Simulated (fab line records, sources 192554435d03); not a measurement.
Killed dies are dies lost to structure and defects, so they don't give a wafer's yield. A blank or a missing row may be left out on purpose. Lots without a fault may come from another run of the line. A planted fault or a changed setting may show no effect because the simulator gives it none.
Chamber matching | flow n5_finfet | N5_BEOL_M1_ILD_DEP_00 on pecvd-03: 3 sister chambers
The step deposits SiOC from DEMS/O2, target thk 79 nm, time 15.3 s. 33 wafers are shown with their chamber, then 12 later ones without.

WAFERS WITH THEIR CHAMBER
wafer  | chamber | heater_power_w (W) | throttle_valve_pct (%) | showerhead_plenum_p_Torr (Torr)
L079.1 | 2       | 620                | 11.0                   | 5.708
L079.3 | 0       | 365                | 12.4                   | 5.685
L079.5 | 1       | 516                | 12.3                   | 5.697
L082.2 | 2       | 600                | 10.9                   | 5.715
L082.3 | 0       | 301                | 12.8                   | 5.692
L082.6 | 2       | 590                | 11.1                   | 5.707
L084.1 | 1       | 485                | 12.0                   | 5.695
L084.2 | 2       | 542                | 11.0                   | 5.726
L084.3 | 0       | 325                | 13.1                   | 5.697
L084.4 | 2       | 538                | 10.9                   | 5.704
L084.5 | 0       | 326                | 12.6                   | 5.686
L084.6 | 1       | 492                | 11.9                   | 5.698
L085.2 | 0       | 376                | 12.5                   | 5.684
L085.5 | 0       | 382                | 12.5                   | 5.691
L085.6 | 1       | 505                | 11.8                   | 5.692
L087.1 | 0       | 335                | 12.5                   | 5.670
L087.2 | 1       | 508                | 12.0                   | 5.687
L087.3 | 2       | 588                | 10.9                   | 5.707
L087.4 | 1       | 515                | 12.1                   | 5.702
L087.5 | 2       | 608                | 11.1                   | 5.706
L087.6 | 0       | 348                | 12.6                   | 5.671
L088.1 | 1       | 513                | 12.0                   | 5.698
L088.2 | 0       | 309                | 12.3                   | 5.690
L088.3 | 2       | 592                | 11.0                   | 5.713
L088.4 | 0       | 306                | 12.8                   | 5.691
L088.5 | 1       | 505                | 12.1                   | 5.694
L088.6 | 2       | 613                | 10.7                   | 5.720
L090.1 | 2       | 602                | 11.0                   | 5.717
L090.2 | 1       | 498                | 11.9                   | 5.680
L090.3 | 0       | 353                | 12.7                   | 5.692
L090.4 | 0       | 345                | 12.8                   | 5.684
L090.5 | 1       | 489                | 11.9                   | 5.689
L090.6 | 2       | 611                | 11.2                   | 5.710

SIGNATURES (means of the wafers above)
reading                  | chamber 0 | chamber 1 | chamber 2 | scatter within a chamber
heater_power_w           | 339.25    | 502.60    | 591.27    | 23.5
throttle_valve_pct       | 12.633    | 12.000    | 10.982    | 0.172
showerhead_plenum_p_Torr | 5.68608   | 5.69320   | 5.71209   | 0.00727
Rule: a wafer's distance from a chamber is the root of the sum, over the readings, of the square of ((its reading less the chamber's mean) divided by the reading's scatter). The wafer belongs to the nearest chamber; if the next one is less than 2 further off, it can't be placed. The scatter: the root of (the sum of the squares of (reading less its chamber's mean) over the shown wafers, divided by (wafers less chambers)).

WAFERS WITHOUT THEIR CHAMBER
wafer  | heater_power_w (W) | throttle_valve_pct (%) | showerhead_plenum_p_Torr (Torr)
L095.2 | 454                | 11.9                   | 5.690
L095.4 | 467                | 12.2                   | 5.690
L095.5 | 601                | 11.3                   | 5.715
L096.1 | 343                | 12.7                   | 5.696
L096.4 | 468                | 12.3                   | 5.689
L096.5 | 357                | 12.5                   | 5.702
L094.1 | 498                | 11.7                   | 5.711
L094.3 | 370                | 12.9                   | 5.687
L094.6 | 377                | 12.5                   | 5.696
L097.1 | 613                | 11.0                   | 5.700
L097.4 | 350                | 12.5                   | 5.674
L097.6 | 495                | 12.2                   | 5.690

WHICH CHAMBER EACH WENT THROUGH
wafer  | from the rows above | in truth
L095.2 | 1                   | 1
L095.4 | 1                   | 1
L095.5 | 2                   | 2
L096.1 | 0                   | 0
L096.4 | 1                   | 1
L096.5 | 0                   | 0
L094.1 | 1                   | 1
L094.3 | 0                   | 0
L094.6 | 0                   | 0
L097.1 | 2                   | 2
L097.4 | 0                   | 0
L097.6 | 1                   | 1
Placed correctly: 12 of 12. Can't be placed from these rows: 0. Placed wrongly: 0.
